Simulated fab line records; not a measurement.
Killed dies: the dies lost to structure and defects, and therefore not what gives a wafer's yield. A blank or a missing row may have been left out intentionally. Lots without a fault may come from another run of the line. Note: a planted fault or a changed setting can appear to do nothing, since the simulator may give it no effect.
A lot that was struck, set against a sound lot | flow n5Finfet | 32 out of 1938 route steps
Sound: the wafers L366.1, L366.4, L366.5. Struck: wafers L375.4, L375.6 (left out: L375.5, a lot-mate that was not struck); the cause follows at the end.
Per side, at each step with rows, come the tool, then ch with its chambers, and then its first start. Under that, the readings that differ: sound wafers | struck wafers | difference of the means | sigmas: that difference in standard deviations of wafers without a fault.
alike: same words and numbers on both sides, and readings whose means sit less than 2 such deviations apart. not compared: any withheld reading, any reading some wafer has no value for, any bound like >300 that may hide the same value, and any number with overlapping values for which the record gives no deviation.
Wherever a step has rows on one side only, a row that says differs or no value, or a row with sigmas, the two part there. Numbers that don't overlap but have no deviation are shown without sigmas and don't part them. Lack of a reading on every wafer of one side parts them only where that side has two or more wafers.

first, 8 steps without rows for these wafers: N5_BEOL_M12_HARDBAKE_32 (time 120 s); N5_BEOL_M12_DESCUM_33 (chemistry O2, time 7.9 s); N5_BEOL_M12_ETCH_67 (etches SiARC in CF4, target depth 143 nm, time 238.3 s); N5_BEOL_M12_ETCH_68 (etches SOC in N2/H2, time 285 s); N5_BEOL_M12_STRIP_69 (strips in N2/H2); N5_BEOL_M12_TRENCH_ETCH_34 (etches SiOC in C4F8/O2/Ar, target depth 318.95 nm, time 125.5 s); N5_BEOL_M12_STRIP_70 (strips in C4F8/O2/Ar); N5_BEOL_M12_STRIP_37 (strips in N2/H2).
N5_BEOL_M12_ETCH_38: etches SiCN in CF4/N2, target depth 68.7 nm, time 73.4 s.
  sound on rieDiel-04 ch 1,2, day 14 11:03; struck on rieDiel-04 ch 1, day 18 07:05
  alike: biasW, drypumpMotorCurrentA, oesProductAu, rfVppV, showerheadPlenumPTorr, throttleValvePct
  not compared: rfHoursCounterH
then, 22 steps without rows for these wafers: N5_BEOL_M12_PRECLEAN_39 (cleans in residue remover, time 60 s); N5_BEOL_M12_SRD_40 (time 30 s, dry time 30 s); N5_BEOL_M12_DEGAS_41 (time 60 s); N5_BEOL_M12_PRE_CLEAN_42 (time 30 s); N5_BEOL_M12_SPUTTER_43 (material TaN, target thk 15 nm, time 24.19 s); N5_BEOL_M12_SPUTTER_44 (material Ta, target thk 10 nm, time 16.13 s); N5_BEOL_M12_SPUTTER_45 (material Cu, target thk 80 nm, time 13.33 s); N5_BEOL_M12_ECD_47 (material Cu, target thk 720 nm); N5_BEOL_M12_ANNEAL_48 (time 90 s); N5_BEOL_M12_CMP_49 (polishes, stops on SiOC, t overpolish 20.6 s, target thk 320 nm); N5_BEOL_M12_PRE_CLEAN_52 (time 15 s); N5_BEOL_M12_DEP_53 (deposits SiCN from 3MS/NH3, target thk 30 nm, time 10.5 s); N5_BEOL_M13_ILD_DEP_00 (deposits SiOC from DEMS/O2, target thk 837.92 nm, time 166.4 s); N5_BEOL_M13_COAT_58 (time 60 s, resist thk 89 nm); N5_BEOL_M13_COAT_04 (resist thk 400 nm); N5_BEOL_M13_EBR_06; N5_BEOL_M13_SOFTBAKE_05 (time 60 s); N5_BEOL_M13_EXPOSE_07 (exposes mask V12); N5_BEOL_M13_PEB_08 (peb time 90 s); N5_BEOL_M13_DEVELOP_09 (develop time 45 s); N5_BEOL_M13_HARDBAKE_14 (time 120 s); N5_BEOL_M13_DESCUM_15 (chemistry O2, time 7.9 s).
N5_PASSIVATION_PROBE_49:
  rows exist in the record for the struck wafers here (prober-01, day 19 16:58), but not for the sound ones

WHERE THEY PART
Only at N5_PASSIVATION_PROBE_49, within this record.

WHY: the cause the simulator had injected
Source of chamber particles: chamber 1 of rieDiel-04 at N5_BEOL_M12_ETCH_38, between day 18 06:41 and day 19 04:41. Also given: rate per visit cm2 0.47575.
